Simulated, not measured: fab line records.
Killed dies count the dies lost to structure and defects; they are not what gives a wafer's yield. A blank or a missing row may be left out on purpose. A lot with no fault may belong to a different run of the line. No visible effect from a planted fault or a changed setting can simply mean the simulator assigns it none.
fab line records	flow n5_finfet	part 2 of 2: steps 4 to 6 of 6
record: lots: 20	wafers: 60	last_day: 20
route steps=1938 shown BEOL_M0@715
lots untouched by any fault: they come from a run of this same line in which no faults occurred
start_h: hours from the record's opening day to when the first of the lot's shown wafers began	wait_h: hours since the lot's step before	" unchanged from the row above	L1.1+2: several wafers, shown together as one row	- either no value or no given start	* or withheld: withheld	< > ~ a bound
route shown NAME@n: names a module that has steps shown in the file, with the first one's number in the route	usual: mean/standard deviation taken from wafers without a fault	same: alike in all rows	chamber/n: place in a boat	sites: each site's reading	_std_site: how widely they spread, as a standard deviation	_edge_site: outer sites' mean less inner sites'	radius_mm: how far each site lies from the wafer's centre	mask NAME#n: copy n	behind: the last tool/chamber to shape the wafer	hold: what put the lot on hold/how long, in hours/how the hold closed	device: which transistor (n, p or np) failed to switch	end of line: the route-end tests of the same wafers	a step with no rows: only its recipe	killed: dies lost to structure and defects at the first sort, not the wafer's yield	map: shows each die of a wafer: x if killed, . if not, _ if none is there
set.NAME: setting as actually run; set.NAME@STEP: the setting as run at that earlier step	model.NAME: the simulator's own value behind a step, which no gauge read
the route's steps for a sample of lots (tables are steps, rows are wafers)
services: from which hour (start_h, from the record's first day; less than 0 if before it) a tool's chamber was out of use, for how many hours, and why
== steps ==
step: N5_BEOL_M0_ETCH_109
recipe: chemistry: CH3F/O2	target_depth_a: 80	overetch_a: 24	target: SiCN	time_s: 27.4	ion_energy_ev: 120	pressure_mtorr: 30	source_w: 395	bias_w: 75	Ar_flow_sccm: 150	CH3F_flow_sccm: 30	O2_flow_sccm: 20
usual: drypump_motor_current_A: 5.8/0.53	mfc_ar_sccm: 150.0/0.45	oes_product_au: 0.64/0.053	rf_vpp_V: 297.2/1.7	showerhead_plenum_p_Torr: 2.00/0.068	throttle_valve_pct: 16.39/0.21
lot.wafer	tool	chamber	start_h	wait_h	drypump_motor_current_A	mfc_ar_sccm	oes_product_au	rf_hours_counter_h	rf_vpp_V	showerhead_plenum_p_Torr	throttle_valve_pct
L074.1	rie_diel-04	0	116.73	0.0	5.8	150.0	0.62	190	294.9	1.91	16.51
L074.3	"	2	"	"	5.3	149.9	0.61	198	295.1	1.90	16.59
L074.5	"	2	"	"	5.3	149.7	0.62	-	294.4	1.90	16.57
L075.1	rie_diel-04	3	129.23	1.0	6.0	150.4	0.62	194	299.2	2.07	16.21
L075.5	"	0	"	"	5.8	149.8	0.62	-	294.9	1.90	16.52
L075.6	"	1	"	"	6.2	150.0	0.69	-	296.8	2.02	16.61
L076.1	rie_diel-04	3	130.14	1.0	6.0	149.5	0.61	195	297.5	2.07	16.21
L076.3	"	0	"	"	5.7	150.6	0.62	196	295.3	1.90	16.52
L076.4	"	1	"	"	6.2	150.1	0.69	95	297.1	2.02	16.61
L077.2	rie_diel-04	0	132.97	0.0	5.8	150.6	0.60	197	294.3	1.90	16.52
L077.5	"	0	"	"	5.8	150.4	0.61	-	295.2	1.90	16.53
L077.6	"	3	"	"	6.0	150.6	0.62	-	297.8	2.07	16.20
L078.2	rie_diel-04	1	141.28	0.0	6.1	149.4	0.69	98	296.4	2.02	16.61
L078.3	"	3	"	"	6.0	150.0	0.62	198	298.1	2.07	16.21
L078.6	"	3	"	"	6.0	149.2	0.62	-	299.6	2.07	16.21
L079.1	rie_diel-03	3	151.21	0.2	6.3	149.4	0.65	173	297.9	1.99	16.13
L079.5	"	0	"	"	5.2	149.4	0.64	-	297.9	2.00	16.04
L079.6	"	3	"	"	6.3	149.9	0.65	-	297.2	1.99	16.13
L081.4	rie_diel-03	3	169.39	0.0	6.3	149.7	0.63	180	298.0	1.99	16.15
L081.5	"	2	"	"	6.5	149.6	0.60	-	300.9	2.06	16.50
L081.6	"	1	"	"	4.9	150.0	0.74	-	298.9	2.11	16.26
L080.1	rie_diel-03	3	173.03	0.7	6.2	150.2	0.63	182	297.3	1.99	16.15
L080.4	"	1	"	"	4.8	150.0	0.74	55	300.0	2.11	16.27
L080.6	"	3	"	"	6.3	150.1	0.63	-	298.0	1.99	16.15
L083.1	rie_diel-03	1	178.93	0.0	4.9	150.9	0.73	57	300.9	2.11	16.28
L083.4	"	0	"	"	5.1	149.5	0.61	181	296.3	2.00	16.06
L083.5	"	1	"	"	4.9	150.8	0.74	-	299.5	2.11	16.26
L082.2	rie_diel-03	1	181.10	0.2	4.9	150.0	0.73	57	298.9	2.11	16.26
L082.3	"	0	"	"	5.2	150.4	0.62	181	297.4	2.00	16.07
L082.6	"	1	"	"	4.9	149.9	0.73	-	299.8	2.11	16.27
L084.1	rie_diel-03	0	185.66	0.0	5.2	150.2	0.61	184	297.4	2.00	16.06
L084.3	"	2	"	"	6.5	150.4	0.59	232	298.2	2.06	16.52
L084.5	"	0	"	"	5.2	150.0	0.62	-	295.5	2.00	16.08
L086.3	rie_diel-04	0	191.05	0.0	5.8	150.1	0.59	213	295.5	1.90	16.57
L086.4	"	1	"	"	6.2	149.2	0.67	113	298.1	2.02	16.65
L086.5	"	0	"	"	5.8	149.7	0.60	-	297.4	1.90	16.56
L089.2	rie_diel-04	2	204.42	0.0	5.3	150.0	0.60	226	296.0	1.89	16.63
L089.3	"	1	"	"	6.2	150.3	0.67	116	297.2	2.02	16.66
L089.5	"	0	"	"	5.8	150.8	0.60	-	295.0	1.90	16.57
L088.3	rie_diel-01	0	208.93	0.0	6.1	149.5	0.75	33	294.8	1.96	16.13
L088.5	"	3	"	"	5.8	150.2	0.62	-	296.8	1.97	16.49
L088.6	"	2	"	"	5.2	150.4	0.73	-	298.2	2.03	16.46
L092.3	rie_diel-04	1	223.39	0.0	6.2	149.2	0.66	121	297.9	2.01	16.66
L092.5	"	2	"	"	5.3	150.1	0.59	-	294.9	1.89	16.63
L092.6	"	1	"	"	6.2	149.8	0.66	-	297.5	2.01	16.67
L091.1	rie_diel-03	1	224.78	0.0	4.9	150.3	0.72	70	299.4	2.10	16.30
L091.2	"	2	"	"	6.5	149.9	0.60	242	298.2	2.05	16.53
L091.6	"	2	"	"	6.5	150.0	0.59	-	301.1	2.05	16.53
L093.1	rie_diel-04	0	227.95	0.0	5.8	149.2	0.60	225	295.5	1.90	16.60
L093.2	"	2	"	"	5.3	150.8	0.58	233	295.8	1.89	16.64
L093.4	"	1	"	"	6.2	149.9	0.65	124	297.7	2.01	16.66
L095.2	rie_diel-01	2	239.58	0.0	5.2	150.4	0.71	82	296.9	2.02	16.48
L095.5	"	2	"	"	5.2	149.9	0.71	-	298.0	2.02	16.49
L095.6	"	3	"	"	5.7	150.2	0.61	-	296.9	1.97	16.51
L094.2	rie_diel-04	0	243.52	0.0	5.8	149.9	0.59	231	296.1	1.89	16.60
L094.3	"	2	"	"	5.3	150.4	0.58	239	295.1	1.89	16.65
L094.6	"	0	"	"	5.8	151.1	0.60	-	294.4	1.89	16.58
L096.1	rie_diel-03	3	247.79	0.0	6.2	150.2	0.61	203	297.6	1.98	16.19
L096.2	"	0	"	"	5.2	150.1	0.61	201	296.0	1.99	16.09
L096.4	"	2	"	"	6.5	150.1	0.60	250	298.9	2.05	16.54
step: N5_BEOL_M0_ANNEAL_117
recipe: temp_c: 400	time_s: 60	ambient: vacuum
usual: heater_power_w: 780/91
lot.wafer	tool	chamber	start_h	wait_h	heater_power_w
L074.1	pvd_sputter-01	-	119.67	0.0	828
L074.3	"	-	"	"	719
L074.5	"	-	"	"	820
L075.1	pvd_sputter-01	-	129.96	0.0	838
L075.5	"	-	"	"	839
L075.6	"	-	"	"	706
L076.1	pvd_sputter-01	-	131.47	0.0	690
L076.3	"	-	"	"	848
L076.4	"	-	"	"	827
L077.2	pvd_sputter-01	-	133.90	0.0	837
L077.5	"	-	"	"	831
L077.6	"	-	"	"	704
L078.2	pvd_sputter-01	-	144.05	0.0	700
L078.3	"	-	"	"	849
L078.6	"	-	"	"	718
L079.1	pvd_sputter-01	-	152.13	0.0	711
L079.5	"	-	"	"	693
L079.6	"	-	"	"	843
L081.4	pvd_sputter-01	-	171.08	0.0	721
L081.5	"	-	"	"	854
L081.6	"	-	"	"	715
L080.1	pvd_sputter-02	-	175.76	0.0	665
L080.4	"	-	"	"	701
L080.6	"	-	"	"	692
L083.1	pvd_sputter-01	-	180.37	0.0	700
L083.4	"	-	"	"	689
L083.5	"	-	"	"	683
L082.2	pvd_sputter-02	-	184.68	0.0	664
L082.3	"	-	"	"	806
L082.6	"	-	"	"	816
L084.1	pvd_sputter-02	-	186.92	0.0	673
L084.3	"	-	"	"	804
L084.5	"	-	"	"	1005
L086.3	pvd_sputter-01	-	195.63	0.0	704
L086.4	"	-	"	"	836
L086.5	"	-	"	"	694
L089.2	pvd_sputter-02	-	207.85	0.0	984
L089.3	"	-	"	"	709
L089.5	"	-	"	"	657
L088.3	pvd_sputter-02	-	210.07	0.0	697
L088.5	"	-	"	"	674
L088.6	"	-	"	"	828
L092.3	pvd_sputter-01	-	224.92	0.0	711
L092.5	"	-	"	"	841
L092.6	"	-	"	"	709
L091.1	pvd_sputter-01	-	227.50	0.0	716
L091.2	"	-	"	"	834
L091.6	"	-	"	"	719
L093.1	pvd_sputter-01	-	229.50	0.0	837
L093.2	"	-	"	"	693
L093.4	"	-	"	"	676
L095.2	pvd_sputter-03	-	241.16	0.0	785
L095.5	"	-	"	"	827
L095.6	"	-	"	"	983
L094.2	pvd_sputter-01	-	247.10	0.0	703
L094.3	"	-	"	"	854
L094.6	"	-	"	"	834
L096.1	pvd_sputter-03	-	249.24	0.0	824
L096.2	"	-	"	"	781
L096.4	"	-	"	"	929
step: N5_BEOL_M0_RS_MEAS_126
recipe: thk_meas_gauge: four-point-probe	reads: Co_of_BEOL_M0_CO_CAP_123+Cu_of_BEOL_M0_ECD_118+Co_of_BEOL_M0_CVD_115+TaN_of_BEOL_M0_ALD_136
usual: M0_RS: 0.531/0.017
lot.wafer	tool	chamber	start_h	wait_h	M0_RS[ohm/sq]
L074.1	film_metro-02	-	121.08	0.1	0.534
L074.3	"	-	"	"	0.537
L074.5	"	-	"	"	0.510
L075.1	film_metro-02	-	131.32	0.1	0.556
L075.5	"	-	"	"	0.540
L075.6	"	-	"	"	0.549
L076.1	film_metro-02	-	132.84	0.1	0.546
L076.3	"	-	"	"	0.534
L076.4	"	-	"	"	0.537
L077.2	film_metro-02	-	135.25	0.1	0.540
L077.5	"	-	"	"	0.502
L077.6	"	-	"	"	0.526
L078.2	film_metro-02	-	145.38	0.1	0.535
L078.3	"	-	"	"	0.523
L078.6	"	-	"	"	0.518
L079.1	film_metro-01	-	153.45	0.0	0.523
L079.5	"	-	"	"	0.530
L079.6	"	-	"	"	0.524
L081.4	film_metro-02	-	172.41	0.0	0.531
L081.5	"	-	"	"	0.536
L081.6	"	-	"	"	0.534
L080.1	film_metro-02	-	177.09	0.0	0.569
L080.4	"	-	"	"	0.550
L080.6	"	-	"	"	0.542
L083.1	film_metro-01	-	181.70	0.0	0.537
L083.4	"	-	"	"	0.531
L083.5	"	-	"	"	0.526
L082.2	film_metro-01	-	186.03	0.1	0.512
L082.3	"	-	"	"	0.531
L082.6	"	-	"	"	0.508
L084.1	film_metro-01	-	188.34	0.0	0.553
L084.3	"	-	"	"	0.542
L084.5	"	-	"	"	0.524
L086.3	film_metro-02	-	196.96	0.1	0.567
L086.4	"	-	"	"	0.551
L086.5	"	-	"	"	0.539
L089.2	film_metro-01	-	209.18	0.1	0.535
L089.3	"	-	"	"	0.533
L089.5	"	-	"	"	0.532
L088.3	film_metro-01	-	211.40	0.1	0.520
L088.5	"	-	"	"	0.526
L088.6	"	-	"	"	0.522
L092.3	film_metro-01	-	226.77	0.1	0.553
L092.5	"	-	"	"	0.543
L092.6	"	-	"	"	0.533
L091.1	film_metro-02	-	228.83	0.0	0.537
L091.2	"	-	"	"	0.524
L091.6	"	-	"	"	0.526
L093.1	film_metro-02	-	230.84	0.0	0.515
L093.2	"	-	"	"	0.511
L093.4	"	-	"	"	0.475
L095.2	film_metro-02	-	242.48	0.1	0.515
L095.5	"	-	"	"	0.534
L095.6	"	-	"	"	0.501
L094.2	film_metro-02	-	248.43	0.1	0.568
L094.3	"	-	"	"	0.549
L094.6	"	-	"	"	0.549
L096.1	film_metro-01	-	250.78	0.0	0.555
L096.2	"	-	"	"	0.549
L096.4	"	-	"	"	0.545
== services ==
tool	chamber	start_h	hours	kind
rie_diel-03	3	94.86	2.8	repair
rie_diel-04	-	116.95	2.8	pm
rie_diel-03	-	119.03	14.6	pm
pvd_sputter-02	-	125.30	15.2	repair
pvd_sputter-03	-	135.06	96.7	repair
rie_diel-01	1	135.93	-	clean
rie_diel-01	1	135.93	-	consumable_replace:focus_ring
rie_diel-01	1	135.93	17.1	scheduled_down
rie_diel-01	1	135.93	17.1	vent_cycle
rie_diel-04	3	203.78	9.4	repair
rie_diel-04	3	215.41	11.3	repair
rie_diel-01	1	219.97	25.1	repair
rie_diel-03	2	248.78	-	clean
rie_diel-03	2	248.78	-	consumable_replace:focus_ring
rie_diel-03	2	248.78	19.9	scheduled_down
rie_diel-03	2	248.78	19.9	vent_cycle
